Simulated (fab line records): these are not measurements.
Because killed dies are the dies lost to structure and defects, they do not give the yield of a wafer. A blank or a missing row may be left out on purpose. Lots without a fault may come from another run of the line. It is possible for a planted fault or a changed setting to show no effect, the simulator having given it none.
fab line records	flow n5Finfet
record lots=8	wafers=23	lastDay=17
route steps=1938 shown BEOL_M2@880 BEOL_M4@1111 PASSIVATION@1936
lots with no fault: from the same line, run without faults
startH: start of the lot's first displayed wafer, in hours after the record's first day	waitH: how many hours have passed since the lot's step before this one	" unchanged from the row above	L1.1+2: a single row standing in for several wafers	- either no value or no given start	* or withheld: withheld	< > ~ a bound
route shown NAME@n: NAME is a module with steps in the file, n the number in the route of the first one	usual: the fault-free wafers' mean and standard deviation	same: alike in all rows	chamber/n: place in a boat	sites: each site's reading	_std_site: standard deviation of those values	_edge_site: the outer-site mean with the inner-site mean subtracted	radiusMm: how far each site lies from the wafer's centre	mask NAME#n: copy n	behind: the tool/chamber that last shaped the wafer	hold: what put the lot on hold/how long, in hours/how the hold closed	device: whichever transistor did not switch (one of n, p or np)	end of line: the route-end tests of the same wafers	a step given without rows: its recipe and nothing more	killed: at the first sort, the dies lost to defects and structure; wafer yield is something else	map: dies across one wafer; x = killed, . = not, _ = none there
set.NAME: the setting that was run; set.NAME@STEP: the one run at that earlier step	model.NAME: the simulator's own value behind a step, which no gauge read
the route's steps for a sample of lots (tables are steps, rows are wafers)
services: when a tool's chamber went out of use (startH, in hours from the record's first day, below 0 if earlier), for how many hours, and the reason
## steps
# step N5_BEOL_M2_ETCH_77
# recipe chemistry=N2/H2	target=underlayer	targetDepthA=65	maskMaterial=CAR-EUV	timeS=5.2	ionEnergyEv=200	pressureMtorr=30	sourceW=840	biasW=150	n2FlowSccm=200	h2FlowSccm=200	ends=cleared
# usual drypumpMotorCurrentA=5.6/0.39	etchRfOnTimeS=5.15/0.12	oesProductAu=0.68/0.081	rfVppV=523.3/2.2	showerheadPlenumPTorr=2.52/0.063	throttleValvePct=17.7/0.3
lot.wafer	tool	chamber	startH	waitH	drypumpMotorCurrentA	etchRfOnTimeS	oesProductAu	rfHoursCounterH	rfVppV	showerheadPlenumPTorr	throttleValvePct
L509.2	rieDiel-04	2	140.16	0.0	5.5	5.10	0.73	45	521.3	2.46	17.3
L509.5	"	2	"	"	5.5	5.09	0.72	-	523.0	2.46	17.3
L512.1	rieDiel-04	0	158.39	0.0	6.1	5.06	0.62	224	523.7	2.48	17.6
L512.4	"	1	"	"	5.4	5.00	0.80	19	522.5	2.49	17.8
L512.5	"	3	"	"	4.9	5.38	0.65	-	520.3	2.46	18.0
L515.2	rieDiel-03	2	179.16	0.0	5.7	5.11	0.77	31	525.1	2.59	17.3
L515.4	"	3	"	"	5.4	5.09	0.59	232	523.1	2.52	18.3
L515.5	"	3	"	"	5.4	5.12	0.58	-	524.3	2.52	18.4
L522.1	rieDiel-04	0	216.29	0.0	6.1	5.14	0.60	244	523.6	2.47	17.7
L522.4	"	2	"	"	5.5	5.13	0.69	71	521.2	2.45	17.3
L522.6	"	0	"	"	6.1	5.18	0.60	-	525.3	2.47	17.7
L523.1	rieDiel-01	3	226.73	0.0	5.3	5.21	0.60	202	528.5	2.62	17.8
L523.4	"	0	"	"	5.8	5.02	0.62	228	518.3	2.40	17.8
L523.5	"	0	"	"	5.8	5.07	0.61	-	521.4	2.40	17.7
L526.1	rieDiel-04	0	237.86	0.0	6.1	5.13	0.59	253	522.3	2.47	17.7
L526.3	"	2	"	"	5.5	5.15	0.67	79	522.6	2.45	17.4
L526.6	"	0	"	"	6.1	5.12	0.61	-	520.5	2.47	17.7
L529.1	rieDiel-03	2	253.06	0.0	5.6	5.25	0.73	56	524.0	2.58	17.4
L529.4	"	1	"	"	5.1	5.03	0.74	-	524.7	2.57	17.7
L529.5	"	0	"	"	6.4	5.40	0.59	-	521.6	2.50	17.9
L531.2	rieDiel-03	0	264.16	0.0	6.4	5.43	0.57	218	522.9	2.50	17.9
L531.3	"	3	"	"	5.4	5.02	0.85	3	524.5	2.51	17.9
L531.5	"	0	"	"	6.4	5.32	0.59	-	524.5	2.50	17.9
# step N5_BEOL_M2_TRENCH_ETCH_37
# recipe chemistry=C4F6/O2	targetDepthA=555.55	target=SiOC	timeS=29.2	ionEnergyEv=250	pressureMtorr=30	sourceW=355	biasW=185	Ar_flow_sccm=300	C4F6_flow_sccm=10	O2_flow_sccm=10
# usual C4F6_flow_sccm=9.999/0.028	drypumpMotorCurrentA=5.6/0.39	oesProductAu=0.80/0.089	rfVppV=655/14	showerheadPlenumPTorr=2.83/0.078	throttleValvePct=20.74/0.26
lot.wafer	tool	chamber	startH	waitH	C4F6_flow_sccm	drypumpMotorCurrentA	oesProductAu	rfHoursCounterH	rfVppV	showerheadPlenumPTorr	throttleValvePct
L509.2	rieDiel-04	0	140.81	-	9.950	6.1	0.73	219	668	2.79	20.77
L509.5	"	2	"	"	10.035	5.5	0.86	-	666	2.77	20.47
L512.1	rieDiel-01	1	163.43	-	10.003	5.8	0.85	55	650	2.91	20.46
L512.4	"	3	"	"	9.938	5.3	0.71	181	659	2.97	20.97
L512.5	"	1	"	"	10.057	5.8	0.85	-	650	2.91	20.45
L515.2	rieDiel-01	2	180.99	-	10.016	5.9	0.95	8	648	2.84	20.78
L515.4	"	0	"	"	9.988	5.7	0.73	213	671	2.69	20.74
L515.5	"	2	"	"	9.992	5.9	0.95	-	649	2.83	20.78
L522.1	rieDiel-01	2	224.47	-	10.024	5.9	0.90	23	649	2.83	20.80
L522.4	"	0	"	"	10.032	5.7	0.72	227	670	2.68	20.77
L522.6	"	0	"	"	10.032	5.7	0.72	-	672	2.68	20.75
L523.1	rieDiel-01	3	227.26	-	9.943	5.3	0.47	202	661	2.96	20.95
L523.4	"	2	"	"	10.023	5.9	0.62	25	648	2.83	20.73
L523.5	"	2	"	"	10.027	5.9	0.62	-	648	2.83	20.72
L526.1	rieDiel-03	0	244.32	-	10.016	6.4	0.70	208	644	2.83	21.08
L526.3	"	2	"	"	9.989	5.6	0.86	51	675	2.86	20.23
L526.6	"	0	"	"	9.991	6.4	0.70	-	643	2.83	21.07
L529.1	rieDiel-04	1	258.26	-	10.011	5.4	0.86	60	664	2.75	20.67
L529.4	"	3	"	"	10.007	4.9	0.75	-	646	2.72	20.92
L529.5	"	2	"	"	9.977	5.5	0.79	-	666	2.75	20.53
L531.2	rieDiel-04	3	267.61	-	9.961	4.9	0.74	187	646	2.72	20.92
L531.3	"	1	"	"	10.030	5.4	0.84	64	662	2.75	20.68
L531.5	"	3	"	"	9.993	4.9	0.73	-	644	2.72	20.94
# step N5_BEOL_M2_STRIP_97
# recipe chemistry=N2/H2	timeS=10	powerW=450	tempC=40	pressureMtorr=20	rfFrequencyHz=6e+07	biasPowerW=7	n2FlowSccm=200	h2FlowSccm=200
# usual drypumpMotorCurrentA=5.6/0.38	oesProductAu=0.80/0.093	rfVppV=59.2/0.87	showerheadPlenumPTorr=2.51/0.062	throttleValvePct=23.4/0.31
lot.wafer	tool	chamber	startH	waitH	drypumpMotorCurrentA	oesProductAu	rfHoursCounterH	rfVppV	showerheadPlenumPTorr	throttleValvePct
L509.2	rieDiel-04	0	-	-	6.1	0.72	219	58.9	2.48	23.1
L509.5	"	2	"	"	5.5	0.87	-	57.7	2.46	22.8
L512.1	rieDiel-01	1	-	-	5.7	0.85	55	60.1	2.57	23.0
L512.4	"	3	"	"	5.4	0.69	181	57.4	2.62	23.5
L512.5	"	1	"	"	5.8	0.86	-	60.0	2.57	23.0
L515.2	rieDiel-01	2	-	-	5.9	0.97	9	59.2	2.50	23.4
L515.4	"	0	"	"	5.8	0.72	213	58.1	2.40	23.3
L515.5	"	2	"	"	5.9	0.96	-	58.5	2.50	23.4
L522.1	rieDiel-01	2	-	-	5.9	0.91	23	59.5	2.50	23.4
L522.4	"	0	"	"	5.8	0.71	227	55.6	2.40	23.3
L522.6	"	0	"	"	5.8	0.71	-	59.1	2.40	23.3
L523.1	rieDiel-01	3	-	-	5.3	0.68	202	58.9	2.61	23.5
L523.4	"	2	"	"	5.9	0.91	25	59.2	2.50	23.4
L523.5	"	2	"	"	5.9	0.91	-	58.8	2.50	23.4
L526.1	rieDiel-03	0	-	-	6.4	0.70	208	59.2	2.50	23.5
L526.3	"	2	"	"	5.7	0.87	51	59.0	2.58	23.1
L526.6	"	0	"	"	6.4	0.70	-	59.9	2.50	23.4
L529.1	rieDiel-04	1	-	-	5.4	0.85	60	59.6	2.47	23.7
L529.4	"	3	"	"	4.9	0.75	-	59.7	2.44	23.8
L529.5	"	2	"	"	5.5	0.80	-	58.7	2.44	22.9
L531.2	rieDiel-04	3	-	-	4.9	0.75	187	58.9	2.44	23.8
L531.3	"	1	"	"	5.4	0.85	64	59.2	2.47	23.7
L531.5	"	3	"	"	4.9	0.74	-	57.9	2.44	23.8
# step N5_BEOL_M2_OCD_MEAS_38
# usual trenchDepthNm=55.8/1.1
lot.wafer	tool	chamber	startH	waitH	trenchDepthNm
L509.2	ocd-02	-	140.96	-	57.2
L509.5	"	-	"	"	57.8
L512.1	ocd-02	-	163.58	-	56.6
L512.4	"	-	"	"	55.5
L512.5	"	-	"	"	56.9
L515.2	ocd-02	-	181.14	-	56.1
L515.4	"	-	"	"	56.5
L515.5	"	-	"	"	56.4
L522.1	ocd-02	-	224.62	-	55.1
L522.4	"	-	"	"	56.2
L522.6	"	-	"	"	55.9
L523.1	ocd-02	-	227.42	-	27.0
L523.4	"	-	"	"	27.8
L523.5	"	-	"	"	27.8
L526.1	ocd-02	-	244.48	-	54.3
L526.3	"	-	"	"	55.5
L526.6	"	-	"	"	54.0
L529.1	ocd-02	-	258.42	-	56.6
L529.4	"	-	"	"	53.9
L529.5	"	-	"	"	57.0
L531.2	ocd-02	-	267.76	-	53.6
L531.3	"	-	"	"	56.0
L531.5	"	-	"	"	53.3
# step N5_BEOL_M2_CD_MEAS_35
# recipe targetCdNm=18	targetCdYNm=22.2	polarity=opening
# usual cdNm=18.2/0.52
lot.wafer	tool	chamber	startH	waitH	cdNm
L509.2	cdSem-01	-	141.13	0.0	18.7
L509.5	"	-	"	"	18.6
L512.1	cdSem-01	-	163.73	0.0	18.6
L512.4	"	-	"	"	19.3
L512.5	"	-	"	"	18.2
L515.2	cdSem-01	-	181.30	0.0	18.0
L515.4	"	-	"	"	17.4
L515.5	"	-	"	"	18.1
L522.1	cdSem-02	-	224.77	0.0	18.4
L522.4	"	-	"	"	18.3
L522.6	"	-	"	"	18.0
L523.1	cdSem-03	-	227.57	0.0	17.6
L523.4	"	-	"	"	17.3
L523.5	"	-	"	"	17.7
L526.1	cdSem-02	-	244.63	0.0	18.1
L526.3	"	-	"	"	19.0
L526.6	"	-	"	"	18.3
L529.1	cdSem-01	-	258.57	0.0	18.9
L529.4	"	-	"	"	17.9
L529.5	"	-	"	"	19.4
L531.2	cdSem-03	-	267.91	0.0	17.9
L531.3	"	-	"	"	18.7
L531.5	"	-	"	"	18.5
# step N5_BEOL_M2_THK_MEAS_53
# recipe thkMeasGauge=xrf	reads=Cu_of_BEOL_M2_ECD_50
# usual M2_THK=40.8/1.8
lot.wafer	tool	chamber	startH	waitH	M2_THK[nm]
L509.2	filmMetro-02	-	144.99	-	43.7
L509.5	"	-	"	"	42.1
L512.1	filmMetro-02	-	168.23	-	41.5
L512.4	"	-	"	"	40.3
L512.5	"	-	"	"	42.0
L515.2	filmMetro-02	-	187.29	-	42.5
L515.4	"	-	"	"	40.2
L515.5	"	-	"	"	40.8
L522.1	filmMetro-02	-	228.35	-	39.6
L522.4	"	-	"	"	39.3
L522.6	"	-	"	"	39.2
L523.1	filmMetro-02	-	233.61	-	13.1
L523.4	"	-	"	"	12.3
L523.5	"	-	"	"	13.3
L526.1	filmMetro-01	-	248.08	-	40.2
L526.3	"	-	"	"	38.8
L526.6	"	-	"	"	40.3
L529.1	filmMetro-02	-	262.03	-	40.0
L529.4	"	-	"	"	38.6
L529.5	"	-	"	"	41.7
L531.2	filmMetro-01	-	271.58	-	38.9
L531.3	"	-	"	"	41.3
L531.5	"	-	"	"	38.7
# step N5_BEOL_M2_RS_MEAS_58
# recipe thkMeasGauge=four-point-probe	reads=Co_of_BEOL_M2_CO_CAP_55+Cu_of_BEOL_M2_ECD_50+Co_of_BEOL_M2_CVD_47+TaN_of_BEOL_M2_ALD_84
# usual M2_RS=0.67/0.039
lot.wafer	tool	chamber	startH	waitH	M2_RS[ohm/sq]
L509.2	filmMetro-02	-	145.26	0.1	0.61
L509.5	"	-	"	"	0.64
L512.1	filmMetro-02	-	168.49	0.0	0.65
L512.4	"	-	"	"	0.68
L512.5	"	-	"	"	0.64
L515.2	filmMetro-01	-	187.55	0.1	0.63
L515.4	"	-	"	"	0.68
L515.5	"	-	"	"	0.66
L522.1	filmMetro-01	-	228.62	0.0	0.70
L522.4	"	-	"	"	0.70
L522.6	"	-	"	"	0.70
L523.1	filmMetro-02	-	233.87	0.0	3.25
L523.4	"	-	"	"	3.54
L523.5	"	-	"	"	3.15
L526.1	filmMetro-02	-	248.34	0.0	0.67
L526.3	"	-	"	"	0.71
L526.6	"	-	"	"	0.67
L529.1	filmMetro-02	-	262.30	0.1	0.68
L529.4	"	-	"	"	0.72
L529.5	"	-	"	"	0.65
L531.2	filmMetro-01	-	271.85	0.1	0.71
L531.3	"	-	"	"	0.66
L531.5	"	-	"	"	0.71
# step N5_BEOL_M4_RC_MEAS_101
# usual DIBL_N=36.2/2	DIBL_P=36.1/2.4	IOFF_N=0.16/0.035	IOFF_P=0.22/0.041	ION_N=675/14	ION_P=465/8.6	SS_N=71.5/0.64	SS_P=73.2/0.76	VT_N=250/3.9	VT_P=-249/3.4
lot.wafer	tool	chamber	startH	waitH	DIBL_N[mV/V]	DIBL_P[mV/V]	IOFF_N[nA/um]	IOFF_P[nA/um]	ION_N[uA/um]	ION_P[uA/um]	SS_N[mV/dec]	SS_P[mV/dec]	VT_N[mV]	VT_P[mV]
L509.2	prober-02	0	175.05	0.2	38.0	37.1	0.19	0.23	692	470	72.1	73.5	247	-248
L509.5	"	0	"	"	38.1	37.0	0.19	0.22	686	465	71.9	73.8	249	-252
L512.1	prober-02	0	196.07	0.0	36.6	35.9	0.18	0.23	688	476	71.7	73.7	245	-248
L512.4	"	0	"	"	35.0	33.7	0.14	0.18	659	447	71.1	72.8	251	-252
L512.5	"	0	"	"	37.3	37.3	0.20	0.25	688	469	71.7	74.3	241	-246
L515.2	prober-01	0	206.14	0.2	34.8	34.5	0.13	0.20	665	456	71.7	72.6	248	-251
L515.4	"	0	"	"	35.7	36.2	0.16	0.22	680	470	71.5	73.6	248	-246
L515.5	"	0	"	"	35.7	36.0	0.16	0.23	675	476	71.6	72.8	249	-249
L522.1	prober-01	0	255.86	0.0	37.1	38.2	0.16	0.24	678	467	71.9	73.2	249	-248
L522.4	"	0	"	"	35.0	35.3	0.13	0.19	661	461	71.2	72.9	254	-249
L522.6	"	0	"	"	36.6	38.1	0.16	0.23	679	472	71.1	73.7	251	-248
L526.1	prober-02	0	272.29	0.0	34.9	33.2	0.13	0.18	677	466	70.9	72.7	251	-251
L526.3	"	0	"	"	38.7	37.5	0.19	0.24	674	463	72.2	74.4	248	-247
L526.6	"	0	"	"	40.8	40.7	0.24	0.28	703	472	72.0	74.0	243	-247
L529.1	prober-02	0	297.34	0.0	38.8	35.0	0.19	0.21	685	461	71.5	73.3	249	-251
L529.4	"	0	"	"	36.6	34.5	0.15	0.21	670	461	71.7	73.6	250	-249
L529.5	"	0	"	"	33.3	30.0	0.10	0.16	654	456	70.7	71.6	254	-252
L531.2	prober-01	0	298.72	0.2	36.4	34.9	0.14	0.19	669	456	71.8	72.9	253	-251
L531.3	"	0	"	"	37.7	37.5	0.19	0.22	682	464	71.5	74.7	247	-251
L531.5	"	0	"	"	38.0	37.4	0.18	0.24	678	461	72.2	74.3	250	-246
# step N5_PASSIVATION_PROBE_49
# usual defectLimitedYield=91.1/1.4	killed_at_M0_to_M3=36/9.9	killed_at_M4_up=13/5.8	killedAtContacts=14/5.9	killedAtFrontEnd=39/11	killedAtOther=3.4/2.9	killedDies=105/17	killedOnRim=15/3.9	killedOpen=70/13	killedShort=34/7.3	sort_bin_5_function=5.3/1	sort_bin_6_memory=3.3/0.62	sortNPass=1075/17	sortYieldPct=91.1/1.4
# same grossDies=1180	killedAtBackSide=0	sort_bin_4_leakage[%]=0	sort_bin_8_speed[%]=0
lot.wafer	tool	chamber	startH	waitH	defectLimitedYield[%]	killed_at_M0_to_M3	killed_at_M4_up	killedAtContacts	killedAtFrontEnd	killedAtOther	killedDies	killedOnRim	killedOpen	killedShort	sort_bin_5_function[%]	sort_bin_6_memory[%]	sortNPass	sortYieldPct[%]
L509.2	prober-02	-	292.06	0.1	90.3	37	18	18	40	2	115	20	77	36	5.8	3.3	1065	90.3
L509.5	prober-02	-	292.21	0.2	91.6	26	16	12	44	1	99	11	72	24	5.5	2.5	1081	91.6
L512.1	prober-01	-	297.32	0.0	90.3	36	5	17	54	3	115	15	77	38	5.3	4.3	1065	90.3
L512.4	prober-01	-	297.47	0.2	92.7	29	6	14	37	0	86	14	61	25	4.7	2.3	1094	92.7
L512.5	prober-01	-	297.52	0.2	91.8	44	5	6	41	1	97	17	67	30	4.7	3.1	1083	91.8
L515.2	prober-02	-	314.62	0.1	87.2	48	17	23	61	2	151	22	115	33	7.9	4.7	1029	87.2
L515.4	prober-02	-	314.72	0.2	88.6	55	16	13	49	1	134	18	96	36	7.7	3.2	1046	88.6
L515.5	prober-02	-	314.77	0.2	90.2	39	11	9	55	2	116	17	80	36	5.6	4.0	1064	90.2
L522.1	prober-02	-	353.23	0.1	90.0	34	11	29	41	3	118	15	64	53	7.0	2.4	1062	90.0
L522.4	prober-02	-	353.38	0.2	91.3	19	7	34	42	1	103	14	61	42	5.8	2.5	1077	91.3
L522.6	prober-02	-	353.48	0.3	91.1	41	11	15	38	0	105	14	67	37	5.3	3.6	1075	91.1
L523.1	prober-02	-	384.58	0.0	0.1	1114	11	11	40	3	1179	152	70	25	97.1	2.8	1	0.1
L523.4	prober-02	-	384.73	0.2	0	1115	12	18	31	4	1180	152	70	30	96.2	3.3	0	0
L523.5	prober-02	-	384.78	0.2	0.1	1118	11	14	31	5	1179	152	73	30	95.8	3.8	1	0.1
L526.1	prober-02	-	385.70	0.0	92.4	25	21	13	29	2	90	12	60	28	4.6	2.7	1090	92.4
L526.3	prober-02	-	385.80	0.1	92.0	23	10	17	41	3	94	9	68	24	4.2	3.6	1086	92.0
L526.6	prober-02	-	385.95	0.3	93.7	17	11	9	30	7	74	11	55	16	3.6	2.5	1106	93.7
L531.2	prober-02	-	404.79	0.1	90.6	36	18	23	26	8	111	12	77	34	5.3	3.8	1069	90.6
L531.3	prober-02	-	404.84	0.1	89.2	34	15	29	43	7	128	18	97	31	6.9	3.7	1052	89.2
L531.5	prober-02	-	404.94	0.2	91.3	38	11	19	31	4	103	14	62	41	4.8	3.7	1077	91.3
L529.1	prober-01	-	411.01	0.0	90.9	30	32	10	29	6	107	15	77	27	5.9	2.7	1073	90.9
L529.4	prober-01	-	411.16	0.2	91.8	19	25	17	35	1	97	11	68	29	4.7	3.1	1083	91.8
L529.5	prober-01	-	411.21	0.2	91.4	29	20	15	36	1	101	17	70	30	5.7	2.5	1079	91.4
# killed by level:class
L509.2 MOL_CONTACT_COAG:geometricParticle:open=16 BEOL_M2:geometricParticle:open=9 FIN_SAQP:geometricParticle:open=8 FIN_SAQP:geometricParticle:short=8 BEOL_M4:geometricParticle:open=8 BEOL_M1:geometricParticle:open=7 BEOL_M3:geometricParticle:open=7 GATE_CUT:geometricParticle:short=6
L509.5 MOL_CONTACT_COAG:geometricParticle:open=11 DUMMY_GATE:geometricParticle:open=10 BEOL_M4:geometricParticle:open=9 STI_FIN_REVEAL:geometricParticle:open=8 BEOL_M0_SAQP:geometricParticle:open=6 BEOL_M0_SAQP:geometricParticle:short=5 BEOL_M3:geometricParticle:open=5 FIN_SAQP:geometricParticle:open=4
L512.1 STI_FIN_REVEAL:geometricParticle:open=21 MOL_CONTACT_COAG:geometricParticle:open=15 BEOL_M3:geometricParticle:open=8 FIN_SAQP:geometricParticle:open=7 BEOL_M1:geometricParticle:open=7 FIN_SAQP:geometricParticle:short=6 BEOL_M3:geometricParticle:short=5 DUMMY_GATE:geometricParticle:open=4
L512.4 MOL_CONTACT_COAG:geometricParticle:open=12 BEOL_M3:geometricParticle:open=11 FIN_SAQP:geometricParticle:open=9 FIN_SAQP:geometricParticle:short=7 STI_FIN_REVEAL:geometricParticle:open=6 BEOL_M0_SAQP:geometricParticle:open=5 BEOL_M0_SAQP:geometricParticle:short=5 FIN_CUT:geometricParticle:short=3
L512.5 BEOL_M1:geometricParticle:open=10 BEOL_M3:geometricParticle:open=9 FIN_SAQP:geometricParticle:open=8 BEOL_M2:geometricParticle:open=7 BEOL_M0_SAQP:geometricParticle:short=7 BEOL_M0_SAQP:geometricParticle:open=7 FIN_SAQP:geometricParticle:short=5 STI_FIN_REVEAL:geometricParticle:open=5
L515.2 FIN_SAQP:geometricParticle:open=26 MOL_CONTACT_COAG:geometricParticle:open=20 BEOL_M1:geometricParticle:open=18 FIN_SAQP:geometricParticle:short=11 STI_FIN_REVEAL:geometricParticle:open=10 BEOL_M4:geometricParticle:open=9 BEOL_M3:geometricParticle:open=8 BEOL_M0_SAQP:geometricParticle:open=5
L515.4 FIN_SAQP:geometricParticle:open=18 MOL_CONTACT_COAG:geometricParticle:open=12 BEOL_M0:geometricParticle:open=10 STI_FIN_REVEAL:geometricParticle:open=9 BEOL_M0_SAQP:geometricParticle:open=9 BEOL_M0_SAQP:geometricParticle:short=8 BEOL_M2:geometricParticle:open=7 BEOL_M1:geometricParticle:open=7
L515.5 FIN_SAQP:geometricParticle:open=21 BEOL_M1:geometricParticle:open=11 FIN_SAQP:geometricParticle:short=9 MOL_CONTACT_COAG:geometricParticle:open=8 BEOL_M0_SAQP:geometricParticle:open=8 GATE_CUT:geometricParticle:open=7 BEOL_M0_SAQP:geometricParticle:short=7 BEOL_M3:geometricParticle:open=5
L522.1 MOL_CONTACT_COAG:geometricParticle:open=20 FIN_SAQP:geometricParticle:short=18 MOL_CONTACT_COAG:geometricParticle:short=9 BEOL_M0_SAQP:geometricParticle:short=7 STI_FIN_REVEAL:geometricParticle:open=7 BEOL_M2:geometricParticle:open=7 BEOL_M1:geometricParticle:open=6 BEOL_M0_SAQP:geometricParticle:open=4
L522.4 MOL_CONTACT_COAG:geometricParticle:open=25 FIN_SAQP:geometricParticle:short=16 FIN_SAQP:geometricParticle:open=12 MOL_CONTACT_COAG:geometricParticle:short=9 BEOL_M0_SAQP:geometricParticle:open=5 BEOL_M0_SAQP:geometricParticle:short=4 GATE_CUT:geometricParticle:short=3 BEOL_M1:geometricParticle:open=3
L522.6 MOL_CONTACT_COAG:geometricParticle:open=13 BEOL_M2:geometricParticle:open=12 BEOL_M3:geometricParticle:open=10 BEOL_M0_SAQP:geometricParticle:short=8 FIN_SAQP:geometricParticle:open=7 FIN_SAQP:geometricParticle:short=7 DUMMY_GATE:geometricParticle:open=5 GATE_CUT:geometricParticle:short=4
L523.1 BEOL_M2:areaEcd=1084 MOL_CONTACT_COAG:geometricParticle:open=10 FIN_SAQP:geometricParticle:open=9 DUMMY_GATE:geometricParticle:open=9 BEOL_M2:geometricParticle:open=9 BEOL_M0_SAQP:geometricParticle:short=7 STI_FIN_REVEAL:geometricParticle:open=7 BEOL_M0_SAQP:geometricParticle:open=7
L523.4 BEOL_M2:areaEcd=1080 MOL_CONTACT_COAG:geometricParticle:open=16 DUMMY_GATE:geometricParticle:open=13 BEOL_M0_SAQP:geometricParticle:short=8 BEOL_M3:geometricParticle:open=7 BEOL_M0_SAQP:geometricParticle:open=6 STI_FIN_REVEAL:geometricParticle:open=5 BEOL_M2:geometricParticle:open=5
L523.5 BEOL_M2:areaEcd=1074 MOL_CONTACT_COAG:geometricParticle:open=13 BEOL_M2:geometricParticle:open=13 BEOL_M0_SAQP:geometricParticle:open=9 BEOL_M3:geometricParticle:open=8 BEOL_M0_SAQP:geometricParticle:short=8 FIN_SAQP:geometricParticle:open=7 STARTING-WAFER:geometricParticle:open=5
L526.1 BEOL_M4:geometricParticle:open=12 MOL_CONTACT_COAG:geometricParticle:open=9 STI_FIN_REVEAL:geometricParticle:open=8 BEOL_M0_SAQP:geometricParticle:short=5 GATE_CUT:geometricParticle:short=5 MOL_CONTACT_COAG:geometricParticle:short=4 BEOL_M0_SAQP:geometricParticle:open=4 BEOL_M2:geometricParticle:open=4
L526.3 MOL_CONTACT_COAG:geometricParticle:open=14 STI_FIN_REVEAL:geometricParticle:open=12 FIN_SAQP:geometricParticle:open=7 BEOL_M1:geometricParticle:open=6 BEOL_M2:geometricParticle:open=5 DUMMY_GATE:geometricParticle:open=4 GATE_CUT:geometricParticle:open=4 STI_FIN_REVEAL:geometricParticle:short=3
L526.6 FIN_SAQP:geometricParticle:open=12 MOL_CONTACT_COAG:geometricParticle:open=8 STI_FIN_REVEAL:geometricParticle:open=7 BEOL_M0_SAQP:geometricParticle:short=5 BEOL_M0_SAQP:geometricParticle:open=4 BEOL_M3:geometricParticle:open=3 BEOL_M4:geometricParticle:open=3 BEOL_M2:geometricParticle:open=3
L531.2 MOL_CONTACT_COAG:geometricParticle:open=21 BEOL_M0_SAQP:geometricParticle:short=11 BEOL_M0_SAQP:geometricParticle:open=10 FIN_SAQP:geometricParticle:open=9 BEOL_M5:geometricParticle:open=7 STI_FIN_REVEAL:geometricParticle:open=6 BEOL_M1:geometricParticle:open=5 FIN_SAQP:geometricParticle:short=4
L531.3 MOL_CONTACT_COAG:geometricParticle:open=27 STI_FIN_REVEAL:geometricParticle:open=11 BEOL_M0_SAQP:geometricParticle:open=9 FIN_SAQP:geometricParticle:open=7 BEOL_M4:geometricParticle:open=7 BEOL_M0_SAQP:geometricParticle:short=6 BEOL_M2:geometricParticle:open=6 FIN_SAQP:geometricParticle:short=5
L531.5 MOL_CONTACT_COAG:geometricParticle:open=15 BEOL_M0_SAQP:geometricParticle:short=15 FIN_SAQP:geometricParticle:short=7 STI_FIN_REVEAL:geometricParticle:open=7 BEOL_M0_SAQP:geometricParticle:open=7 BEOL_M3:geometricParticle:open=6 FIN_SAQP:geometricParticle:open=4 MOL_CONTACT_COAG:geometricParticle:short=4
L529.1 BEOL_M4:geometricParticle:open=22 MOL_CONTACT_COAG:geometricParticle:open=10 BEOL_M2:geometricParticle:open=9 BEOL_M0_SAQP:geometricParticle:open=7 STI_FIN_REVEAL:geometricParticle:open=6 BEOL_M4:geometricParticle:short=6 DUMMY_GATE:geometricParticle:open=5 BEOL_M3:geometricParticle:open=5
L529.4 BEOL_M4:geometricParticle:open=18 MOL_CONTACT_COAG:geometricParticle:open=13 FIN_SAQP:geometricParticle:short=8 DUMMY_GATE:geometricParticle:open=7 STI_FIN_REVEAL:geometricParticle:open=5 BEOL_M2:geometricParticle:open=5 BEOL_M3:geometricParticle:open=5 MOL_CONTACT_COAG:geometricParticle:short=4
L529.5 MOL_CONTACT_COAG:geometricParticle:open=15 BEOL_M4:geometricParticle:open=14 STI_FIN_REVEAL:geometricParticle:open=11 BEOL_M3:geometricParticle:open=10 FIN_SAQP:geometricParticle:short=6 BEOL_M3:geometricParticle:short=6 DUMMY_GATE:geometricParticle:open=5 STARTING-WAFER:geometricParticle:short=5
## services
tool	chamber	startH	hours	kind
rieDiel-03	1	119.26	-	clean
rieDiel-03	1	119.26	-	consumableReplace:focusRing
rieDiel-03	1	119.26	19.8	scheduledDown
rieDiel-03	1	119.26	19.8	ventCycle
rieDiel-01	2	131.19	-	clean
rieDiel-01	2	131.19	-	consumableReplace:esc
rieDiel-01	2	131.19	-	consumableReplace:focusRing
rieDiel-01	2	131.19	22.0	scheduledDown
rieDiel-01	2	131.19	22.0	ventCycle
rieDiel-01	0	134.94	7.9	repair
rieDiel-03	1	188.21	2.4	repair
rieDiel-01	1	202.82	3.8	repair
rieDiel-04	3	218.89	32.8	repair
rieDiel-03	3	234.65	-	clean
rieDiel-03	3	234.65	-	consumableReplace:focusRing
rieDiel-03	3	234.65	20.9	scheduledDown
rieDiel-03	3	234.65	20.9	ventCycle
rieDiel-01	-	236.60	0.2	repair
rieDiel-04	0	251.90	-	clean
rieDiel-04	0	251.90	-	consumableReplace:focusRing
rieDiel-04	0	251.90	31.1	scheduledDown
rieDiel-04	0	251.90	31.1	ventCycle
## key
firstSign step=N5_BEOL_M2_TRENCH_ETCH_37	reading=oesProductAu	direction=down	sigmas=2.6	usual=0.80	struck=0.57
effect step=N5_BEOL_M2_OCD_MEAS_38	reading=trenchDepthNm	direction=down	sigmas=26	usual=55.8	struck=27.5
effect step=N5_BEOL_M2_THK_MEAS_53	reading=M2_THK	direction=down	sigmas=15	usual=40.8	struck=12.9
effect step=N5_BEOL_M2_RS_MEAS_58	reading=M2_RS	direction=up	sigmas=68	usual=0.67	struck=3.31
effect step=N5_PASSIVATION_PROBE_49	reading=killed_at_M0_to_M3	direction=up	sigmas=99+	usual=36	struck=1116
moreKillsBornAt N5_BEOL_M2_ECD_50@ecdCu-02=3238
metAt N5_BEOL_M2_TRENCH_ETCH_37
struckLots L523
struckWafers L523.1,L523.4,L523.5
laterRowsLeftOut L523.1,L523.4,L523.5
notActingAt N5_BEOL_M2_ETCH_77,N5_BEOL_M2_STRIP_97,N5_BEOL_M2_CD_MEAS_35
onsetBetween 224.47 227.26
fault kind=processParameterDrift	tool=rieDiel-01	chamber=-	onsetH=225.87	steps=N5_BEOL_M2_TRENCH_ETCH_37	channel=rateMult	offset=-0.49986	shape=step	endH=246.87	scope=struckWafersOnly
# laterRowsLeftOut: the simulator's readings of these wafers behind a module that went badly wrong aren't trusted and aren't shown, but for the sort
